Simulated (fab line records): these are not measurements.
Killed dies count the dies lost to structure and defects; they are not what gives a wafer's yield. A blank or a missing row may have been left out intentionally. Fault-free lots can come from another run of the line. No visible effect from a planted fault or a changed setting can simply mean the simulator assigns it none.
Comparing a struck lot with a sound one + flow nand-harc + 26 out of 1302 route steps
Sound: wafers L432.1, L432.3, L432.4. Struck: wafers L441.1, L441.4, L441.6. The cause comes at the end.
For every step that has rows: the tool of each side, followed by ch and its chambers, followed by its first start. Under that, the readings that differ: sound wafers + struck wafers + difference of the means + sigmas: that difference in standard deviations of wafers without a fault.
alike: readings whose means differ by less than 2 such deviations, and words and numbers that are the same on both sides. not compared: withheld readings, readings that some wafer has no value for, bounds like >300 that may hide the same value, and numbers for which the record gives no deviation and whose values overlap.
The two part at a step that has a row with sigmas, a row that says differs or no value, or rows on one side only. When numbers do not overlap yet have no deviation, they are printed without sigmas and do not part them. A reading that every wafer of one side lacks parts them only if that side has two wafers or more.

first, 7 steps without rows for these wafers: NHARC_A_M0_COAT_33 (time 65 s); NHARC_A_M0_COAT_03 (resist thk 90 nm); NHARC_A_M0_SOFTBAKE_04 (time 55 s); NHARC_A_M0_EBR_05; NHARC_A_M0_EXPOSE_06 (exposes mask A M0, target cd 80 nm); NHARC_A_M0_PEB_07 (peb time 65 s); NHARC_A_M0_DEVELOP_08 (develop time 35 s).
NHARC_A_M0_CD_MEAS_09 targets a cd of 80 nm.
  sound on cd-sem-01 ch 0, day 23 03:22; struck on cd-sem-02 ch 0, day 26 08:16
  alike: cd-nm
NHARC_A_M0_OVL_MEAS_10: pitch 160 nm.
  struck on overlay-02, day 26 08:21; sound on overlay-02, day 23 03:28
| reading           | sound       | struck         | difference | sigmas |
|-------------------|-------------|----------------|------------|--------|
| overlay-x-nm (nm) | 0.8 1.1 0.9 | -0.6 -0.9 -0.8 | -1.7       | -2     |
  alike: overlay-y-nm
NHARC_A_M0_INSPECT_11:
  struck on defect-inspect-02, day 26 08:23; sound on defect-inspect-01, day 23 03:29
  alike: raw-defect-count
NHARC_A_M0_DESCUM_14: chemistry O2, time 3 s.
  sound on rie-diel-12 ch 0,1,2, day 23 03:34; struck on rie-diel-12 ch 1,3, day 26 08:28
  alike: drypump-motor-current-A, oes-product-au, rf-vpp-V, showerhead-plenum-p-Torr, throttle-valve-pct
  not compared: rf-hours-counter-h
then, 1 step without rows for these wafers: NHARC_A_M0_ETCH_34 (etches the open film in N2/H2, target depth 40 nm, overetch 12 nm, time 43.94 s).
NHARC_A_M0_ETCH_15: etches the open film in C4F8/Ar, target depth 150 nm, overetch 15 nm, time 82.5 s.
  sound on rie-diel-12 ch 0,1,2, day 23 03:44; struck on rie-diel-12 ch 1,3, day 26 08:39
  alike: oes-product-au, rf-vpp-V
  not compared: rf-hours-counter-h
NHARC_A_M0_CD_MEAS_16:
  struck on cd-sem-02, day 26 08:47; sound on cd-sem-03, day 23 03:51
  alike: cd-nm
NHARC_A_M0_STRIP_18: strips in N2/H2.
  sound on rie-diel-06 ch 1,3, day 23 03:56; struck on rie-diel-10 ch 1,2, day 26 08:52
  alike: drypump-motor-current-A, oes-product-au, rf-vpp-V, showerhead-plenum-p-Torr, throttle-valve-pct
  not compared: rf-hours-counter-h
then, 3 steps without rows for these wafers: NHARC_A_M0_STRIP_19 (strips in post etch residue remover, time 600 s); NHARC_A_M0_DEGAS_28 (time 60 s); NHARC_A_M0_PRE_CLEAN_29 (time 30 s).
NHARC_A_M0_PVD_20: deposits TaN, target thk 5 nm, time 8.06 s.
  sound on pvd-sputter-02; struck on pvd-sputter-01
  alike: substrate-temp-c, throttle-valve-pct
NHARC_A_M0_PVD_21: deposits Cu, target thk 30 nm, time 20.49 s.
  sound on pvd-sputter-02; struck on pvd-sputter-01
  alike: substrate-temp-c, throttle-valve-pct
then, 2 steps without rows for these wafers: NHARC_A_M0_ECD_22 (material Cu, target thk 400 nm); NHARC_A_M0_ANNEAL_30 (time 90 s).
NHARC_A_M0_CMP_23: polishes, t overpolish 20 s, target thk 113.75 nm.
  sound on cmp-04 ch 0,2,3, day 23 05:37; struck on cmp-04 ch 0,2,3, day 26 10:31
  alike: edge-zone-pressure-frac, motor-current-A, slurry-flow-ml-min, time-to-endpoint-s
NHARC_A_M0_THK_MEAS_24: measures by xrf.
  struck on film-metro-02, day 26 10:48; sound on film-metro-01, day 23 05:55
  alike: thk-nm
after that, 1 step had no rows for these wafers: NHARC_A_M0_SRD_25.
-- record jumps: 2 days between struck wafers' starts before vs after; left off in module A_M0, resumes in module END, first step shown is number 1302 of the route --
NHARC_END_SORT_01:
  only the struck wafers appear in the record here, on prober-01 ch 0 at day 28 11:38; the sound ones have no rows

## WHERE THEY PART
Last at NHARC_END_SORT_01 as far as this record goes, first at NHARC_A_M0_OVL_MEAS_10.

WHY: the cause the simulator had injected
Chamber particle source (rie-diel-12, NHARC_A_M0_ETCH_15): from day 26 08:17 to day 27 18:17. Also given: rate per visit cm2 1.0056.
